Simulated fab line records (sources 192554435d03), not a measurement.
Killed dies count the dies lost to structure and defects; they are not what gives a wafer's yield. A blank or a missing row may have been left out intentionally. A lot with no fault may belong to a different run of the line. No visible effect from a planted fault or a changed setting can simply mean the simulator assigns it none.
Struck lot and sound lot, side by side -- flow n5-finfet -- 15 out of 1938 route steps
Sound: wafers L289.1, L289.3, L289.4. Wafers L298.4, L298.5, L298.6 were the ones struck. Last of all comes the cause.
Each step with rows lists, per side, the tool, then ch with its chambers, then its first start. Under that, the readings that differ: sound wafers -- struck wafers -- difference of the means -- sigmas: that difference in standard deviations of wafers without a fault.
alike: words and numbers the same on both sides, and readings whose means are apart by under 2 such deviations; not compared: readings that were withheld, readings missing a value for some wafer, numbers with overlapping values and no deviation given by the record, and bounds like >300 which may hide the same value.
The two part at a step that has a row with sigmas, a row that says differs or no value, or rows on one side only. Numbers that don't overlap but have no deviation are shown without sigmas and don't part them. A reading missing from all wafers of one side parts the sides only when that side holds two or more wafers.

first, 3 steps without rows for these wafers: N5_SDB_PRECLEAN_38 (cleans in dHF, time 10 s); N5_SDB_PRECLEAN_39 (cleans in O3/DIW, time 45 s); N5_SDB_SRD_28 (time 30 s).
N5_SDB_ALD_29: deposits SiNx, target thk 30 nm, pulse time 1 s, ald cycles 600.
  sound on ald-sin-02 ch 0,1,2, day 6 04:50; struck on ald-sin-04 ch 0,1,2, day 8 14:08
  alike: heater-power-w, precursor-pulse-height-rel, susceptor-temp-C
N5_SDB_CMP_30: polishes, stops on poly-Si, t overpolish 1.54 s, target thk 30 nm.
  sound on cmp-02 ch 0,2,3, day 6 07:34; struck on cmp-01 ch 1,2, day 8 16:52
  alike: motor-current-A, overpolish-run-s, slurry-filter-dp-kPa, time-to-endpoint-s
N5_SDB_THK_MEAS_31:
  sound: film-metro-01 at day 6 07:52; struck: film-metro-02 at day 8 17:10
  alike: SDB_THK
N5_SDB_INSPECT_36: inspects for defects (darkfield).
  sound: defect-inspect-01 at day 6 07:53; struck: defect-inspect-01 at day 8 17:11
  alike: raw-defect-count
N5_DUMMY_REMOVAL_HM_STRIP_01: strips SiNx in CH3F/O2, stops on poly-Si, target depth 4 nm, time 6.8 s.
  sound on rie-diel-05 ch 1,2,3, day 6 07:56; struck on rie-diel-05 ch 0,1, day 8 17:13
  alike: drypump-motor-current-A, oes-product-au, rf-vpp-V, showerhead-plenum-p-Torr, throttle-valve-pct
  not compared: rf-hours-counter-h
N5_DUMMY_REMOVAL_STRIP_10: strips in N2/H2, time 40 s.
  sound on rie-diel-05 ch 1,2,3, day 6 07:59; struck on rie-diel-05 ch 0,1, day 8 17:15
  alike: drypump-motor-current-A, oes-product-au, rf-vpp-V, showerhead-plenum-p-Torr, throttle-valve-pct
  not compared: rf-hours-counter-h
then, 2 steps without rows for these wafers: N5_DUMMY_REMOVAL_PRECLEAN_07 (cleans in dHF, time 30 s); N5_DUMMY_REMOVAL_DUMMY_REMOVE_02 (chemistry TMAH, target poly-Si, stops on SiO2, target depth 142 nm, time 57 s, rinse time 30 s).
N5_DUMMY_REMOVAL_INSPECT_06: inspects for defects (brightfield).
  sound: defect-inspect-02 at day 6 08:08; struck: defect-inspect-02 at day 8 17:25
  alike: raw-defect-count
N5_DUMMY_REMOVAL_PRECLEAN_08: cleans in NF3:NH3, afs cycles 2, time 20 s, sublimation time 60 s.
  sound on remote-plasma-02 ch 1, day 6 08:10; struck on remote-plasma-02 ch 1, day 8 17:32
reading,sound,struck,difference,sigmas
time-s (s),20 20 20,23.715 23.715 23.715,+3.715,
then, 1 step without rows for these wafers: N5_DUMMY_REMOVAL_PRECLEAN_04 (cleans in DHF, time 37 s).
-- record jumps: 4 days separate the struck wafers' starts on either side; left off in module DUMMY_REMOVAL, taken up again in module BEOL_M4, whose first shown step is the route's number 1111 --
N5_BEOL_M4_RC_MEAS_101:
  sound on prober-02 ch 0, day 10 08:32; struck on prober-02 ch 0, day 12 22:37
reading,sound,struck,difference,sigmas
DIBL_N (mV/V),37.1 38.7 39.2,35.7 33.6 34.4,-3.8,-2
DIBL_P (mV/V),38.6 39.4 39.8,36.8 33.9 34.5,-4.2,-2
  alike: IOFF_N, IOFF_P, ION_N, ION_P, SS_N, SS_P, VT_N, VT_P

## WHERE THEY PART
Only at N5_BEOL_M4_RC_MEAS_101, as far as this record shows.

WHY: the cause the simulator had injected
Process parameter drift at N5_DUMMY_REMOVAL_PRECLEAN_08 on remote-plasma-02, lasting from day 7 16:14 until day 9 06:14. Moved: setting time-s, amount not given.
